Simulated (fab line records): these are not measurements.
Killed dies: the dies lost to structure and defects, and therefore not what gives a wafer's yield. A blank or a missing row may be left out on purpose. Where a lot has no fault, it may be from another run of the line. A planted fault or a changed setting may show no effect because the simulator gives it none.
Split-lot trial || flow n5_finfet || 7 lots, 39 wafers read, on a route of 1938 steps

## THE SPLIT ITSELF
At N5_FIN_CUT_ETCH_21 (etches SOC in N2/H2, target depth 219 nm, overetch 43.8 nm, time 523.5 s), the setting bias_w was moved away from the recipe's 61 W on 9 of the 39 wafers read, by -16.6% to -6.3%. All remaining wafers had this setting at the recipe value.

Reading taken at the split's own step.

## THE READING
rf_vpp_V, in V, at N5_FIN_CUT_ETCH_21 (etches SOC in N2/H2, target depth 219 nm, overetch 43.8 nm, time 523.5 s). Typical for fault-free wafers on this fab line: 241.1 V, with standard deviation 1.2 V.

{"wafer": "L075.1", "tool, chamber at the split": "rie_diel-03, 3", "bias_w as run, W": 61, "against the recipe": "recipe", "rf_vpp_V, V": 241.2, "against lot-mates on the recipe": "-"}
{"wafer": "L075.2", "tool, chamber at the split": "rie_diel-03, 2", "bias_w as run, W": 61, "against the recipe": "recipe", "rf_vpp_V, V": 240.2, "against lot-mates on the recipe": "-"}
{"wafer": "L075.3", "tool, chamber at the split": "rie_diel-03, 0", "bias_w as run, W": 61, "against the recipe": "recipe", "rf_vpp_V, V": 242.1, "against lot-mates on the recipe": "-"}
{"wafer": "L075.4", "tool, chamber at the split": "rie_diel-03, 1", "bias_w as run, W": 61, "against the recipe": "recipe", "rf_vpp_V, V": 242.0, "against lot-mates on the recipe": "-"}
{"wafer": "L075.5", "tool, chamber at the split": "rie_diel-03, 0", "bias_w as run, W": 61, "against the recipe": "recipe", "rf_vpp_V, V": 241.6, "against lot-mates on the recipe": "-"}
{"wafer": "L075.6", "tool, chamber at the split": "rie_diel-03, 1", "bias_w as run, W": 61, "against the recipe": "recipe", "rf_vpp_V, V": 242.1, "against lot-mates on the recipe": "-"}
{"wafer": "L077.1", "tool, chamber at the split": "rie_diel-06, 3", "bias_w as run, W": 61, "against the recipe": "recipe", "rf_vpp_V, V": 240.4, "against lot-mates on the recipe": "-"}
{"wafer": "L077.2", "tool, chamber at the split": "rie_diel-06, 0", "bias_w as run, W": 61, "against the recipe": "recipe", "rf_vpp_V, V": 240.5, "against lot-mates on the recipe": "-"}
{"wafer": "L077.3", "tool, chamber at the split": "rie_diel-06, 2", "bias_w as run, W": 61, "against the recipe": "recipe", "rf_vpp_V, V": 239.9, "against lot-mates on the recipe": "-"}
{"wafer": "L077.4", "tool, chamber at the split": "rie_diel-06, 1", "bias_w as run, W": 61, "against the recipe": "recipe", "rf_vpp_V, V": 241.0, "against lot-mates on the recipe": "-"}
{"wafer": "L077.5", "tool, chamber at the split": "rie_diel-06, 3", "bias_w as run, W": 61, "against the recipe": "recipe", "rf_vpp_V, V": 240.0, "against lot-mates on the recipe": "-"}
{"wafer": "L077.6", "tool, chamber at the split": "rie_diel-06, 2", "bias_w as run, W": 61, "against the recipe": "recipe", "rf_vpp_V, V": 239.1, "against lot-mates on the recipe": "-"}
{"wafer": "L078.1", "tool, chamber at the split": "rie_diel-04, 0", "bias_w as run, W": 61, "against the recipe": "recipe", "rf_vpp_V, V": 242.5, "against lot-mates on the recipe": "-"}
{"wafer": "L078.2", "tool, chamber at the split": "rie_diel-04, 1", "bias_w as run, W": 61, "against the recipe": "recipe", "rf_vpp_V, V": 243.0, "against lot-mates on the recipe": "-"}
{"wafer": "L078.3", "tool, chamber at the split": "rie_diel-04, 3", "bias_w as run, W": 61, "against the recipe": "recipe", "rf_vpp_V, V": 242.1, "against lot-mates on the recipe": "-"}
{"wafer": "L078.4", "tool, chamber at the split": "rie_diel-04, 2", "bias_w as run, W": 61, "against the recipe": "recipe", "rf_vpp_V, V": 242.1, "against lot-mates on the recipe": "-"}
{"wafer": "L078.5", "tool, chamber at the split": "rie_diel-04, 2", "bias_w as run, W": 61, "against the recipe": "recipe", "rf_vpp_V, V": 240.4, "against lot-mates on the recipe": "-"}
{"wafer": "L078.6", "tool, chamber at the split": "rie_diel-04, 1", "bias_w as run, W": 61, "against the recipe": "recipe", "rf_vpp_V, V": 241.8, "against lot-mates on the recipe": "-"}
{"wafer": "L081.1", "tool, chamber at the split": "rie_diel-06, 3", "bias_w as run, W": 61, "against the recipe": "recipe", "rf_vpp_V, V": 239.0, "against lot-mates on the recipe": "-"}
{"wafer": "L081.2", "tool, chamber at the split": "rie_diel-06, 0", "bias_w as run, W": 54.84, "against the recipe": "-10.1%", "rf_vpp_V, V": 225.9, "against lot-mates on the recipe": -13.9}
{"wafer": "L081.3", "tool, chamber at the split": "rie_diel-06, 1", "bias_w as run, W": 54.84, "against the recipe": "-10.1%", "rf_vpp_V, V": 225.1, "against lot-mates on the recipe": -14.7}
{"wafer": "L081.4", "tool, chamber at the split": "rie_diel-06, 2", "bias_w as run, W": 61, "against the recipe": "recipe", "rf_vpp_V, V": 238.6, "against lot-mates on the recipe": "-"}
{"wafer": "L081.5", "tool, chamber at the split": "rie_diel-06, 3", "bias_w as run, W": 54.84, "against the recipe": "-10.1%", "rf_vpp_V, V": 224.2, "against lot-mates on the recipe": -15.6}
{"wafer": "L081.6", "tool, chamber at the split": "rie_diel-06, 0", "bias_w as run, W": 61, "against the recipe": "recipe", "rf_vpp_V, V": 241.9, "against lot-mates on the recipe": "-"}
{"wafer": "L087.1", "tool, chamber at the split": "rie_diel-06, 3", "bias_w as run, W": 61, "against the recipe": "recipe", "rf_vpp_V, V": 240.0, "against lot-mates on the recipe": "-"}
{"wafer": "L087.2", "tool, chamber at the split": "rie_diel-06, 2", "bias_w as run, W": 50.85, "against the recipe": "-16.6%", "rf_vpp_V, V": 214.7, "against lot-mates on the recipe": -25.9}
{"wafer": "L087.3", "tool, chamber at the split": "rie_diel-06, 1", "bias_w as run, W": 50.85, "against the recipe": "-16.6%", "rf_vpp_V, V": 214.4, "against lot-mates on the recipe": -26.2}
{"wafer": "L087.4", "tool, chamber at the split": "rie_diel-06, 0", "bias_w as run, W": 61, "against the recipe": "recipe", "rf_vpp_V, V": 240.1, "against lot-mates on the recipe": "-"}
{"wafer": "L087.5", "tool, chamber at the split": "rie_diel-06, 0", "bias_w as run, W": 50.85, "against the recipe": "-16.6%", "rf_vpp_V, V": 214.9, "against lot-mates on the recipe": -25.7}
{"wafer": "L087.6", "tool, chamber at the split": "rie_diel-06, 1", "bias_w as run, W": 61, "against the recipe": "recipe", "rf_vpp_V, V": 241.8, "against lot-mates on the recipe": "-"}
{"wafer": "L088.1", "tool, chamber at the split": "rie_diel-04, 1", "bias_w as run, W": 61, "against the recipe": "recipe", "rf_vpp_V, V": 242.4, "against lot-mates on the recipe": "-"}
{"wafer": "L088.2", "tool, chamber at the split": "rie_diel-04, 0", "bias_w as run, W": 57.16, "against the recipe": "-6.3%", "rf_vpp_V, V": 231.0, "against lot-mates on the recipe": -11.4}
{"wafer": "L088.3", "tool, chamber at the split": "rie_diel-04, 3", "bias_w as run, W": 57.16, "against the recipe": "-6.3%", "rf_vpp_V, V": 231.1, "against lot-mates on the recipe": -11.3}
{"wafer": "L088.4", "tool, chamber at the split": "rie_diel-04, 2", "bias_w as run, W": 61, "against the recipe": "recipe", "rf_vpp_V, V": 243.0, "against lot-mates on the recipe": "-"}
{"wafer": "L088.5", "tool, chamber at the split": "rie_diel-04, 2", "bias_w as run, W": 61, "against the recipe": "recipe", "rf_vpp_V, V": 241.8, "against lot-mates on the recipe": "-"}
{"wafer": "L088.6", "tool, chamber at the split": "rie_diel-04, 1", "bias_w as run, W": 57.16, "against the recipe": "-6.3%", "rf_vpp_V, V": 233.3, "against lot-mates on the recipe": -9.1}
{"wafer": "L089.4", "tool, chamber at the split": "rie_diel-06, 2", "bias_w as run, W": 61, "against the recipe": "recipe", "rf_vpp_V, V": 239.4, "against lot-mates on the recipe": "-"}
{"wafer": "L089.5", "tool, chamber at the split": "rie_diel-06, 0", "bias_w as run, W": 61, "against the recipe": "recipe", "rf_vpp_V, V": 239.5, "against lot-mates on the recipe": "-"}
{"wafer": "L089.6", "tool, chamber at the split": "rie_diel-06, 3", "bias_w as run, W": 61, "against the recipe": "recipe", "rf_vpp_V, V": 239.8, "against lot-mates on the recipe": "-"}

FIT RESULTS
A straight line over all 39 wafers: rf_vpp_V changes by +1.57 V for each +1% of bias_w; r = +0.99; the points scatter about the line by 1.2 V.
The same after taking each lot's own level away (the mean of its wafers on the recipe; 39 wafers): +1.55 V for each +1%; r = +0.99; scatter 0.86 V.
According to that fit, moving bias_w by its largest amount changes the reading by 26 V.
Across the lots, their own levels run from 239.57 to 242.40 V, a range of 2.4 times the standard deviation given above.
So the lot-to-lot level changes the slope little: the two slopes agree.
Check: with one of the wafers moved furthest among these (-16.6%) left out of the fit, the line predicts -25.7 V for it against its lot-mates. Against them it came out at -25.9 V.
Tool readings at the split's step, against how far the setting was moved: rf_vpp_V r = +0.99.

## THE FILE'S OWN FIT
rf_vpp_V changes by +1.55 V for each +1% of bias_w, r = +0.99.
